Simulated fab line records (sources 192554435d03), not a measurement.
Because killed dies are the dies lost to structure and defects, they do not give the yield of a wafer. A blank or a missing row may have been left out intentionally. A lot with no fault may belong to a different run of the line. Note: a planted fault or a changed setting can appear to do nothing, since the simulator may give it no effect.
fab line records -- flow n5_finfet
[record] lots = 11, wafers = 33, last_day = 17
route steps=1938 shown GATE_CUT@506 BEOL_M15@1818 MIM_TOP_ETCH@1852 PASSIVATION@1928
lots with no fault: from the same line, run without faults
start_h: hours from the record's first day to the start of the lot's first wafer shown -- wait_h: hours from the lot's prior step to this one -- " repeats the value in the row above -- L1.1+2: one row covering several wafers at once -- - value missing, or start not given -- * or withheld: withheld -- < > ~ a bound
route shown NAME@n: NAME is a module with steps in the file, n the number in the route of the first one -- usual: the fault-free wafers' mean and standard deviation -- same: alike in all rows -- chamber/n: place in a boat -- sites: each site's reading -- _std_site: standard deviation across them -- _edge_site: outer sites' mean less inner sites' -- radius_mm: how far each site lies from the wafer's centre -- mask NAME#n: copy n -- behind: the last tool/chamber to shape the wafer -- hold: what put the lot on hold/how long, in hours/how the hold closed -- device: the n, p or np transistor that did not switch -- end of line: the same wafers' tests at the end of the route -- a step given without rows: its recipe and nothing more -- killed: the dies lost at the first sort to structure and to defects; this is not the yield of the wafer -- map: a wafer's dies, marking killed ones x, the rest . and places with no die _
set.NAME: the run value of the setting; set.NAME@STEP: its run value at that earlier step -- model.NAME: the simulator's own value behind a step, which no gauge read
a sample of lots followed through the steps of the route, with each step as a table and each wafer as a row
services: the hour from which a tool's chamber was out of use, counted from the record's first day as start_h (under 0 if before that day), plus the number of hours and why
[[steps]]
[step N5_GATE_CUT_VAPOR_ETCH_51]
[recipe] chemistry = BCl3/Cl2, target = HfO2, mode = isotropic
[usual] drypump_motor_current_A = 5.9/0.43, oes_product_au = 0.74/0.084
lot.wafer,tool,chamber,start_h,wait_h,drypump_motor_current_A,oes_product_au
L364.1,rie_metal-01,0,91.92,0.0,5.0,0.75
L364.4,rie_metal-01,1,91.92,0.0,5.9,0.71
L364.5,rie_metal-01,0,91.92,0.0,5.0,0.75
L368.1,rie_metal-02,1,115.87,0.0,6.3,0.67
L368.4,rie_metal-02,1,115.87,0.0,6.3,0.67
L368.6,rie_metal-02,0,115.87,0.0,6.0,0.68
L369.3,rie_metal-03,0,120.68,0.0,6.1,0.82
L369.4,rie_metal-03,1,120.68,0.0,6.0,0.58
L369.5,rie_metal-03,1,120.68,0.0,6.0,0.58
L370.3,rie_metal-02,0,128.50,0.0,6.0,0.67
L370.5,rie_metal-02,0,128.50,0.0,6.0,0.67
L370.6,rie_metal-02,1,128.50,0.0,6.3,0.66
L373.1,rie_metal-03,0,146.46,0.1,6.1,0.81
L373.2,rie_metal-03,0,146.46,0.1,6.1,0.80
L373.6,rie_metal-03,0,146.46,0.1,6.1,0.80
L376.1,rie_metal-03,0,163.24,0.0,6.1,0.80
L376.2,rie_metal-03,1,163.24,0.0,6.0,0.96
L376.3,rie_metal-03,1,163.24,0.0,6.1,0.95
L377.2,rie_metal-03,1,172.01,0.0,6.1,0.94
L377.5,rie_metal-03,0,172.01,0.0,6.1,0.80
L377.6,rie_metal-03,1,172.01,0.0,6.1,0.94
L379.2,rie_metal-03,1,179.04,0.0,6.0,0.94
L379.3,rie_metal-03,1,179.04,0.0,6.0,0.94
L379.6,rie_metal-03,0,179.04,0.0,6.2,0.80
L381.2,rie_metal-01,1,196.12,0.0,5.9,0.70
L381.4,rie_metal-01,0,196.12,0.0,5.0,0.72
L381.5,rie_metal-01,1,196.12,0.0,5.9,0.69
L383.1,rie_metal-01,0,206.76,0.0,5.0,0.72
L383.3,rie_metal-01,1,206.76,0.0,5.9,0.69
L383.4,rie_metal-01,0,206.76,0.0,5.0,0.72
L384.2,rie_metal-02,0,209.88,0.0,6.0,0.67
L384.4,rie_metal-02,1,209.88,0.0,6.3,0.66
L384.5,rie_metal-02,0,209.88,0.0,6.0,0.66
[step N5_BEOL_M15_PRE_CLEAN_42]
[recipe] gas = H2/He, time_s = 30, temp_c = 300
[usual] heater_power_w = 469/47
lot.wafer,tool,chamber,start_h,wait_h,heater_power_w
L364.1,pvd_sputter-01,-,267.23,0.0,503
L364.4,pvd_sputter-01,-,267.23,0.0,419
L364.5,pvd_sputter-01,-,267.23,0.0,514
L368.1,pvd_sputter-03,-,271.41,0.0,437
L368.4,pvd_sputter-03,-,271.41,0.0,514
L368.6,pvd_sputter-03,-,271.41,0.0,551
L369.3,pvd_sputter-03,-,288.87,0.0,452
L369.4,pvd_sputter-03,-,288.87,0.0,433
L369.5,pvd_sputter-03,-,288.87,0.0,487
L370.3,pvd_sputter-03,-,300.60,0.0,438
L370.5,pvd_sputter-03,-,300.60,0.0,424
L370.6,pvd_sputter-03,-,300.60,0.0,439
L373.1,pvd_sputter-02,-,340.08,0.0,451
L373.2,pvd_sputter-02,-,340.08,0.0,517
L373.6,pvd_sputter-02,-,340.08,0.0,453
L377.2,pvd_sputter-03,-,343.66,0.0,447
L377.5,pvd_sputter-03,-,343.66,0.0,444
L377.6,pvd_sputter-03,-,343.66,0.0,538
L376.1,pvd_sputter-02,-,344.18,0.0,418
L376.2,pvd_sputter-02,-,344.18,0.0,394
L376.3,pvd_sputter-02,-,344.18,0.0,461
L379.2,pvd_sputter-02,-,356.15,0.0,454
L379.3,pvd_sputter-02,-,356.15,0.0,505
L379.6,pvd_sputter-02,-,356.15,0.0,396
L381.2,pvd_sputter-02,-,374.69,0.0,413
L381.4,pvd_sputter-02,-,374.69,0.0,500
L381.5,pvd_sputter-02,-,374.69,0.0,520
L383.1,pvd_sputter-03,-,382.12,0.0,547
L383.3,pvd_sputter-03,-,382.12,0.0,433
L383.4,pvd_sputter-03,-,382.12,0.0,491
L384.2,pvd_sputter-03,-,382.92,0.0,448
L384.4,pvd_sputter-03,-,382.92,0.0,488
L384.5,pvd_sputter-03,-,382.92,0.0,530
[step N5_MIM_TOP_ETCH_STRIP_01]
[recipe] chemistry = O2, power_w = 600, temp_c = 60, pressure_mtorr = 30, rf_frequency_hz = 6e+07, bias_power_w = 0, overash_fraction = 0.5, o2_flow_sccm = 225
[usual] drypump_motor_current_A = 5.6/0.48, oes_product_au = 0.81/0.066, rf_vpp_V = 3.6/1.3, showerhead_plenum_p_Torr = 2.10/0.064, throttle_valve_pct = 16.59/0.16
lot.wafer,tool,chamber,start_h,wait_h,drypump_motor_current_A,oes_product_au,rf_hours_counter_h,rf_vpp_V,showerhead_plenum_p_Torr,throttle_valve_pct
L364.1,rie_diel-03,3,275.04,0.1,5.8,0.86,55,2.1,2.13,16.56
L364.4,rie_diel-03,0,275.04,0.1,5.6,0.89,45,3.2,2.05,16.18
L364.5,rie_diel-03,2,275.04,0.1,6.4,0.84,-,4.5,2.21,16.53
L368.1,rie_diel-01,0,277.20,0.1,5.8,0.78,77,7.5,2.22,16.76
L368.4,rie_diel-01,3,277.20,0.1,5.5,0.83,64,3.5,2.13,16.60
L368.6,rie_diel-01,0,277.20,0.1,5.8,0.81,-,3.2,2.22,16.78
L369.3,rie_diel-01,3,294.76,0.1,5.5,0.84,70,2.2,2.13,16.58
L369.4,rie_diel-01,0,294.76,0.1,5.8,0.81,83,4.9,2.21,16.81
L369.5,rie_diel-01,2,294.76,0.1,4.9,0.78,-,2.8,2.02,16.47
L370.3,rie_diel-02,2,305.39,0.1,5.0,0.76,121,4.0,2.02,16.76
L370.5,rie_diel-02,1,305.39,0.1,5.8,0.93,-,2.7,2.05,16.70
L370.6,rie_diel-02,0,305.39,0.1,6.1,0.72,-,2.0,2.17,16.43
L373.1,rie_diel-02,2,345.21,0.1,5.0,0.76,130,4.3,2.02,16.73
L373.2,rie_diel-02,0,345.21,0.1,6.1,0.73,197,4.8,2.16,16.39
L373.6,rie_diel-02,2,345.21,0.1,5.1,0.77,-,3.6,2.02,16.75
L377.2,rie_diel-02,1,350.03,0.1,5.8,0.89,38,4.2,2.04,16.72
L377.5,rie_diel-02,0,350.03,0.1,6.1,0.71,-,4.4,2.16,16.38
L377.6,rie_diel-02,3,350.03,0.1,4.9,0.90,-,2.2,2.13,16.44
L376.1,rie_diel-02,0,350.86,0.1,6.1,0.74,200,5.2,2.16,16.40
L376.2,rie_diel-02,1,350.86,0.1,5.8,0.89,38,3.1,2.04,16.69
L376.3,rie_diel-02,2,350.86,0.1,5.1,0.75,132,2.6,2.02,16.75
L379.2,rie_diel-01,3,361.86,0.1,5.5,0.82,92,1.9,2.12,16.64
L379.3,rie_diel-01,2,361.86,0.1,4.9,0.78,136,0.9,2.02,16.51
L379.6,rie_diel-01,0,361.86,0.1,5.8,0.78,-,3.0,2.21,16.85
L381.2,rie_diel-02,0,380.44,0.2,6.1,0.70,209,3.3,2.16,16.42
L381.4,rie_diel-02,2,380.44,0.2,5.1,0.76,142,2.8,2.01,16.79
L381.5,rie_diel-02,3,380.44,0.2,4.9,0.87,-,3.9,2.13,16.54
L383.1,rie_diel-01,1,387.36,0.1,5.7,0.71,203,3.3,2.08,16.68
L383.3,rie_diel-01,3,387.36,0.1,5.5,0.81,100,4.8,2.12,16.62
L383.4,rie_diel-01,0,387.36,0.1,5.8,0.77,107,2.8,2.20,16.89
L384.2,rie_diel-01,2,387.67,0.1,4.9,0.77,144,3.4,2.01,16.49
L384.4,rie_diel-01,0,387.67,0.1,5.8,0.77,107,4.2,2.20,16.86
L384.5,rie_diel-01,2,387.67,0.1,4.9,0.78,-,3.5,2.01,16.49
[step N5_PASSIVATION_DESCUM_46]
[recipe] chemistry = O2, time_s = 7.9, source_power_w = 50, bias_power_w = 20, pressure_mtorr = 20, rf_frequency_hz = 2.712e+07, temp_c = 40, o2_flow_sccm = 225
[usual] drypump_motor_current_A = 5.8/0.41, oes_product_au = 0.79/0.073, rf_vpp_V = 243.6/1.3, showerhead_plenum_p_Torr = 2.12/0.069, throttle_valve_pct = 20.27/0.26
lot.wafer,tool,chamber,start_h,wait_h,drypump_motor_current_A,oes_product_au,rf_hours_counter_h,rf_vpp_V,showerhead_plenum_p_Torr,throttle_valve_pct
L364.1,rie_diel-04,0,281.78,0.1,5.4,0.82,86,243.7,2.12,20.39
L364.4,rie_diel-04,1,281.78,0.1,6.0,0.81,96,242.9,2.11,20.03
L364.5,rie_diel-04,2,281.78,0.1,5.9,0.78,-,243.2,2.10,20.66
L368.1,rie_diel-04,0,282.74,0.5,5.4,0.84,86,243.1,2.12,20.39
L368.4,rie_diel-04,2,282.74,0.5,5.9,0.77,129,242.4,2.10,20.66
L368.6,rie_diel-04,0,282.74,0.5,5.4,0.82,-,243.4,2.12,20.39
L369.3,rie_diel-04,3,304.06,0.0,5.6,0.86,52,243.5,2.12,20.09
L369.4,rie_diel-04,0,304.06,0.0,5.4,0.81,94,242.2,2.12,20.40
L369.5,rie_diel-04,3,304.06,0.0,5.6,0.87,-,242.1,2.12,20.10
L370.3,rie_diel-05,2,311.26,0.0,5.8,0.83,75,244.8,2.12,19.89
L370.5,rie_diel-05,0,311.26,0.0,5.1,0.82,-,244.3,2.21,20.45
L370.6,rie_diel-05,1,311.26,0.0,5.7,0.70,-,244.1,2.16,20.27
L373.1,rie_diel-05,1,353.09,0.4,5.7,0.68,207,244.1,2.16,20.28
L373.2,rie_diel-05,2,353.09,0.4,5.8,0.81,91,243.2,2.11,19.92
L373.6,rie_diel-05,2,353.09,0.4,5.8,0.82,-,243.9,2.11,19.93
L377.2,rie_diel-06,3,357.91,0.0,6.6,0.91,35,245.2,2.22,19.78
L377.5,rie_diel-06,3,357.91,0.0,6.6,0.90,-,245.0,2.21,19.77
L377.6,rie_diel-06,0,357.91,0.0,5.9,0.70,-,243.2,2.08,20.41
L376.1,rie_diel-05,0,359.04,0.0,5.1,0.80,81,243.6,2.20,20.49
L376.2,rie_diel-05,2,359.04,0.0,5.8,0.81,95,243.8,2.11,19.92
L376.3,rie_diel-05,1,359.04,0.0,5.6,0.68,211,243.8,2.15,20.31
L379.2,rie_diel-04,1,368.69,0.1,6.0,0.77,128,242.6,2.10,20.08
L379.3,rie_diel-04,3,368.69,0.1,5.5,0.83,76,243.5,2.12,20.12
L379.6,rie_diel-04,1,368.69,0.1,6.0,0.76,-,241.9,2.10,20.08
L381.2,rie_diel-06,3,388.12,0.0,6.6,0.88,45,246.2,2.21,19.77
L381.4,rie_diel-06,2,388.12,0.0,5.6,0.71,222,241.4,1.98,20.52
L381.5,rie_diel-06,1,388.12,0.0,6.4,0.79,-,243.2,2.19,20.43
L384.2,rie_diel-04,1,397.36,0.0,6.0,0.75,141,242.8,2.09,20.11
L384.4,rie_diel-04,2,397.36,0.0,5.9,0.73,173,243.7,2.09,20.71
L384.5,rie_diel-04,1,397.36,0.0,6.0,0.76,-,242.5,2.09,20.10
L383.1,rie_diel-06,2,397.85,0.1,5.6,0.71,226,242.5,1.98,20.56
L383.3,rie_diel-06,0,397.85,0.1,5.9,0.68,228,243.4,2.07,20.42
L383.4,rie_diel-06,1,397.85,0.1,6.4,0.80,136,244.3,2.19,20.46
[step N5_PASSIVATION_PROBE_49]
[usual] defect_limited_yield = 91.3/1.4, killed_at_M0_to_M3 = 34/10, killed_at_M4_up = 13/4.8, killed_at_contacts = 12/6.1, killed_at_front_end = 40/11, killed_at_other = 3.7/2.8, killed_dies = 103/16, killed_open = 67/12, killed_short = 34/7.4, sort_bin_5_function = 5.1/0.95, sort_bin_6_memory = 3.2/0.62, sort_n_pass = 1077/16, sort_yield_pct = 91.3/1.4
[same] gross_dies = 1180, killed_at_back_side = 0, sort_bin_4_leakage[%] = 0, sort_bin_8_speed[%] = 0
lot.wafer,tool,chamber,start_h,wait_h,defect_limited_yield[%],killed_at_M0_to_M3,killed_at_M4_up,killed_at_contacts,killed_at_front_end,killed_at_other,killed_dies,killed_open,killed_short,sort_bin_5_function[%],sort_bin_6_memory[%],sort_n_pass,sort_yield_pct[%]
L377.2,prober-02,-,361.02,0.1,93.6,32,10,10,21,2,75,53,21,4.0,2.1,1105,93.6
L377.5,prober-02,-,361.17,0.2,81.0,15,6,10,193,0,224,41,19,10.9,3.8,956,81.0
L377.6,prober-02,-,361.22,0.3,92.6,28,11,12,35,1,87,59,28,4.3,3.0,1093,92.6
L379.2,prober-02,-,371.78,0.1,90.9,36,25,16,30,0,107,76,31,5.4,3.4,1073,90.9
L379.3,prober-02,-,371.83,0.1,89.9,37,11,31,35,5,119,78,39,5.3,4.2,1061,89.9
L379.6,prober-02,-,371.98,0.3,81.2,21,9,17,173,2,222,38,25,10.8,3.1,958,81.2
// killed by level:class
L377.2 MOL_CONTACT_COAG:geometric_particle:open=10 BEOL_M2:geometric_particle:open=6 BEOL_M0_SAQP:geometric_particle:open=5 BEOL_M1:geometric_particle:open=5 FIN_SAQP:geometric_particle:open=4 DUMMY_GATE:geometric_particle:open=4 BEOL_M0_SAQP:geometric_particle:short=4 BEOL_M3:geometric_particle:open=4
L377.5 GATE_CUT:unspecified=162 MOL_CONTACT_COAG:geometric_particle:open=8 FIN_SAQP:geometric_particle:open=6 STI_FIN_REVEAL:geometric_particle:open=6 FIN_SAQP:geometric_particle:short=5 BEOL_M1:geometric_particle:open=5 DUMMY_GATE:geometric_particle:open=4 BEOL_M0_SAQP:geometric_particle:open=4
L377.6 STI_FIN_REVEAL:geometric_particle:open=8 BEOL_M1:geometric_particle:open=8 MOL_CONTACT_COAG:geometric_particle:short=6 MOL_CONTACT_COAG:geometric_particle:open=6 STARTING-WAFER:geometric_particle:open=6 BEOL_M2:geometric_particle:open=5 BEOL_M3:geometric_particle:open=5 FIN_SAQP:geometric_particle:open=4
L379.2 BEOL_M4:geometric_particle:open=20 MOL_CONTACT_COAG:geometric_particle:open=13 STI_FIN_REVEAL:geometric_particle:open=8 BEOL_M1:geometric_particle:open=8 BEOL_M0_SAQP:geometric_particle:open=7 BEOL_M0_SAQP:geometric_particle:short=6 BEOL_M3:geometric_particle:open=6 DUMMY_GATE:geometric_particle:open=4
L379.3 MOL_CONTACT_COAG:geometric_particle:open=22 FIN_SAQP:geometric_particle:short=9 BEOL_M0_SAQP:geometric_particle:open=9 MOL_CONTACT_COAG:geometric_particle:short=8 BEOL_M1:geometric_particle:open=8 BEOL_M3:geometric_particle:open=8 STI_FIN_REVEAL:geometric_particle:open=6 FIN_SAQP:geometric_particle:open=5
L379.6 GATE_CUT:unspecified=153 MOL_CONTACT_COAG:geometric_particle:open=10 BEOL_M1:geometric_particle:open=8 MOL_CONTACT_COAG:geometric_particle:short=5 GATE_CUT:geometric_particle:short=4 BEOL_M4:geometric_particle:open=4 FIN_SAQP:geometric_particle:open=3 DUMMY_GATE:geometric_particle:open=3
[[services]]
tool,chamber,start_h,hours,kind
rie_metal-01,1,77.91,5.6,repair
rie_metal-01,1,86.02,2.4,repair
rie_diel-02,3,88.48,5.4,repair
rie_diel-04,1,104.02,9.3,repair
rie_diel-01,3,135.89,14.2,repair
rie_diel-02,0,141.71,3.3,repair
pvd_sputter-02,-,153.37,1.0,repair
pvd_sputter-03,-,169.70,3.3,repair
rie_diel-01,0,216.59,1.2,repair
rie_diel-02,-,219.04,0.7,repair
rie_diel-02,3,256.42,2.8,repair
rie_metal-03,0,265.79,4.4,repair
rie_diel-02,2,267.02,6.3,repair
rie_diel-01,0,301.30,18.0,repair
rie_diel-01,2,304.72,3.9,repair
rie_metal-03,-,313.19,2.8,pm
rie_diel-04,0,314.36,2.7,repair
rie_diel-02,-,315.20,0.5,repair
rie_diel-02,2,334.70,5.6,repair
rie_diel-04,-,351.06,0.5,repair
rie_diel-04,0,359.64,29.0,repair
rie_diel-02,1,363.63,4.7,repair
pvd_sputter-02,-,390.31,1.5,repair
rie_diel-01,2,396.66,7.9,repair
[[key]]
[first_sign] step = N5_PASSIVATION_PROBE_49, reading = killed_at_front_end, direction = up, sigmas = 13, usual = 40, struck = 183
[effect] step = N5_PASSIVATION_PROBE_49, reading = defect_limited_yield, direction = down, sigmas = 7.6, usual = 91.3, struck = 81.1
[more_kills_born_at] N5_GATE_CUT_VAPOR_ETCH_51@rie_metal-03 = 315
met_at N5_GATE_CUT_VAPOR_ETCH_51
struck_lots L377,L379
struck_wafers L377.5,L379.6
not_acting_at N5_BEOL_M15_PRE_CLEAN_42,N5_MIM_TOP_ETCH_STRIP_01,N5_PASSIVATION_DESCUM_46
onset_between 163.24 172.01
[fault] kind = chamber_particle_source, tool = rie_metal-03, chamber = 0, onset_h = 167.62, steps = N5_GATE_CUT_VAPOR_ETCH_51, rate_per_visit_cm2 = 1.944, end_h = 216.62
